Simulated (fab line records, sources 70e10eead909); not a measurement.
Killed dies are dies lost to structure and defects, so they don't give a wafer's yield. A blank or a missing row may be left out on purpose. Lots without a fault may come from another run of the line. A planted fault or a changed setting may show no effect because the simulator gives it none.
Chamber matching | flow nand_harc | NHARC_A_BONDPAD_CMP_29 on cmp-02: 4 sister chambers
The step polishes SiCN, target thk 200 nm. 4 wafers are shown with their chamber, then 10 later ones without.

WAFERS WITH THEIR CHAMBER
wafer  | chamber | motor_current_A (A)
L089.2 | 1       | 11.2
L089.6 | 3       | 11.6
L090.1 | 2       | 10.9
L090.4 | 0       | 10.5

WAFERS WITHOUT THEIR CHAMBER
wafer  | motor_current_A (A)
L090.5 | 11.7
L092.1 | 11.6
L092.3 | 11.1
L092.4 | 10.8
L095.3 | 11.1
L095.4 | 10.2
L095.6 | 11.8
L096.1 | 11.7
L096.2 | 11.3
L096.6 | 10.7

WHICH CHAMBER EACH WENT THROUGH
wafer  | from the rows above          | in truth
L090.5 | 3                            | 3
L092.1 | 3                            | 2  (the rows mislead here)
L092.3 | can't be placed: 1 or 2      | 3
L092.4 | can't be placed: 2 or 0 or 1 | 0
L095.3 | can't be placed: 1 or 2      | 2
L095.4 | 0                            | 0
L095.6 | 3                            | 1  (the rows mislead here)
L096.1 | 3                            | 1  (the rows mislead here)
L096.2 | can't be placed: 1 or 3 or 2 | 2
L096.6 | can't be placed: 0 or 2 or 1 | 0
Placed correctly: 2 of 10. Can't be placed from these rows: 5 (the true chamber is among the candidates in 4). Placed wrongly: 3.
How it was worked out, from the rows above alone: a wafer's distance from a chamber is the root of the sum, over the readings, of the square of ((its reading less the chamber's mean) divided by the reading's scatter). The wafer belongs to the nearest chamber; if the next one is less than 2 further off, it can't be placed. A chamber's mean is the mean of its shown wafers. The scatter: with one shown wafer a chamber, the root of the mean of the squares of how far each hidden wafer lies from its nearest shown one.
